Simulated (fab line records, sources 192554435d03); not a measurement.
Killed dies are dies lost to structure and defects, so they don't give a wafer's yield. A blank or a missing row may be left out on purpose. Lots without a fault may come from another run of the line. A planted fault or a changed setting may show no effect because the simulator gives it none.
Chamber matching | flow n5_finfet | N5_BEOL_M5_ILD_DEP_00 on pecvd-02: 3 sister chambers
The step deposits SiCOH lowk from DEMS/porogen, target thk 140.64 nm, time 25.9 s. 18 wafers are shown with their chamber, then 9 later ones without.

WAFERS WITH THEIR CHAMBER
wafer  | chamber | throttle_valve_pct (%) | showerhead_vpp_V (V) | showerhead_plenum_p_Torr (Torr)
L078.1 | 2       | 13.8                   | 1352                 | 5.745
L078.5 | 0       | 14.7                   | 1315                 | 5.730
L078.6 | 2       | 13.7                   | 1364                 | 5.745
L077.3 | 2       | 13.9                   | 1377                 | 5.746
L077.4 | 1       | 14.5                   | 1294                 | 5.735
L077.6 | 2       | 13.7                   | 1379                 | 5.734
L080.4 | 0       | 14.6                   | 1312                 | 5.755
L080.5 | 1       | 14.5                   | 1287                 | 5.740
L080.6 | 0       | 14.5                   | 1302                 | 5.729
L083.1 | 0       | 14.6                   | 1304                 | 5.726
L083.3 | 0       | 14.5                   | 1319                 | 5.723
L083.5 | 0       | 14.7                   | 1303                 | 5.746
L082.1 | 1       | 14.8                   | 1308                 | 5.731
L082.3 | 0       | 14.5                   | 1314                 | 5.756
L082.5 | 0       | 14.6                   | 1298                 | 5.737
L088.2 | 0       | 14.7                   | 1319                 | 5.751
L088.4 | 1       | 14.5                   | 1264                 | 5.721
L088.6 | 0       | 14.8                   | 1304                 | 5.728

SIGNATURES (means of the wafers above)
reading                  | chamber 0 | chamber 1 | chamber 2 | scatter within a chamber
throttle_valve_pct       | 14.620    | 14.575    | 13.775    | 0.113
showerhead_vpp_V         | 1309.00   | 1288.25   | 1368.00   | 11.6
showerhead_plenum_p_Torr | 5.73810   | 5.73175   | 5.74250   | 0.0108
Rule: a wafer's distance from a chamber is the root of the sum, over the readings, of the square of ((its reading less the chamber's mean) divided by the reading's scatter). The wafer belongs to the nearest chamber; if the next one is less than 2 further off, it can't be placed. The scatter: the root of (the sum of the squares of (reading less its chamber's mean) over the shown wafers, divided by (wafers less chambers)).

WAFERS WITHOUT THEIR CHAMBER
wafer  | throttle_valve_pct (%) | showerhead_vpp_V (V) | showerhead_plenum_p_Torr (Torr)
L091.1 | 14.6                   | 1296                 | 5.724
L091.2 | 12.6                   | 1349                 | 5.744
L091.6 | 14.6                   | 1275                 | 5.729
L093.2 | 14.3                   | 1286                 | 5.736
L093.4 | 14.6                   | 1304                 | 5.751
L093.5 | 14.4                   | 1284                 | 5.738
L096.1 | 14.6                   | 1324                 | 5.739
L096.2 | 14.5                   | 1319                 | 5.715
L096.3 | 13.0                   | 1364                 | 5.746

WHICH CHAMBER EACH WENT THROUGH
wafer  | from the rows above     | in truth
L091.1 | can't be placed: 1 or 0 | 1
L091.2 | 2                       | 2
L091.6 | can't be placed: 1 or 0 | 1
L093.2 | can't be placed: 1 or 0 | 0
L093.4 | can't be placed: 0 or 1 | 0
L093.5 | can't be placed: 1 or 0 | 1
L096.1 | can't be placed: 0 or 1 | 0
L096.2 | can't be placed: 0 or 1 | 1
L096.3 | 2                       | 2
Placed correctly: 2 of 9. Can't be placed from these rows: 7 (the true chamber is among the candidates in 7). Placed wrongly: 0.
